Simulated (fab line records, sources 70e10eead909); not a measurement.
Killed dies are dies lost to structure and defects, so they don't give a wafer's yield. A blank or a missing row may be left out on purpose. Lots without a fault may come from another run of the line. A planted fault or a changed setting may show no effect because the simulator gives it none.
Chamber matching | flow nand_harc | NHARC_A_BLC_ETCH_16 on rie_diel-09: 4 sister chambers
The step etches the open film in CF4, target depth 39 nm, time 65 s. 14 wafers are shown with their chamber, then 7 later ones without.

WAFERS WITH THEIR CHAMBER
wafer  | chamber | drypump_motor_current_A (A) | rf_vpp_V (V) | throttle_valve_pct (%)
L122.1 | 1       | 5.6                         | 150.6        | 13.283
L122.3 | 2       | 5.8                         | 152.0        | 13.277
L122.5 | 3       | 5.5                         | 150.2        | 13.289
L126.4 | 0       | 5.4                         | 152.6        | 13.282
L126.5 | 0       | 5.4                         | 150.2        | 13.297
L126.6 | 3       | 5.5                         | 149.3        | 13.280
L127.1 | 0       | 5.4                         | 151.7        | 13.293
L127.2 | 2       | 5.8                         | 153.1        | 13.278
L127.3 | 1       | 5.6                         | 151.1        | 13.284
L129.1 | 2       | 5.8                         | 151.5        | 13.263
L129.3 | 0       | 5.4                         | 151.5        | 13.283
L129.4 | 1       | 5.6                         | 150.9        | 13.294
L136.2 | 0       | 5.4                         | 152.7        | 13.289
L136.4 | 2       | 5.7                         | 152.2        | 13.274

SIGNATURES (means of the wafers above)
reading                 | chamber 0 | chamber 1 | chamber 2 | chamber 3 | scatter within a chamber
drypump_motor_current_A | 5.400     | 5.600     | 5.775     | 5.500     | 0.0274
rf_vpp_V                | 151.740   | 150.867   | 152.200   | 149.750   | 0.772
throttle_valve_pct      | 13.28880  | 13.28700  | 13.27300  | 13.28450  | 0.00649
Rule: a wafer's distance from a chamber is the root of the sum, over the readings, of the square of ((its reading less the chamber's mean) divided by the reading's scatter). The wafer belongs to the nearest chamber; if the next one is less than 2 further off, it can't be placed. The scatter: the root of (the sum of the squares of (reading less its chamber's mean) over the shown wafers, divided by (wafers less chambers)).

WAFERS WITHOUT THEIR CHAMBER
wafer  | drypump_motor_current_A (A) | rf_vpp_V (V) | throttle_valve_pct (%)
L136.6 | 5.4                         | 152.2        | 13.281
L134.1 | 5.6                         | 151.2        | 13.280
L134.4 | 5.4                         | 151.5        | 13.293
L134.6 | 5.6                         | 149.8        | 13.275
L140.2 | 5.7                         | 153.0        | 13.273
L143.1 | 5.6                         | 150.9        | 13.283
L143.2 | 5.4                         | 150.6        | 13.289

WHICH CHAMBER EACH WENT THROUGH
wafer  | from the rows above     | in truth
L136.6 | 0                       | 0
L134.1 | 1                       | 1
L134.4 | 0                       | 0
L134.6 | can't be placed: 1 or 3 | 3
L140.2 | 2                       | 2
L143.1 | 1                       | 1
L143.2 | 0                       | 0
Placed correctly: 6 of 7. Can't be placed from these rows: 1 (the true chamber is among the candidates in 1). Placed wrongly: 0.
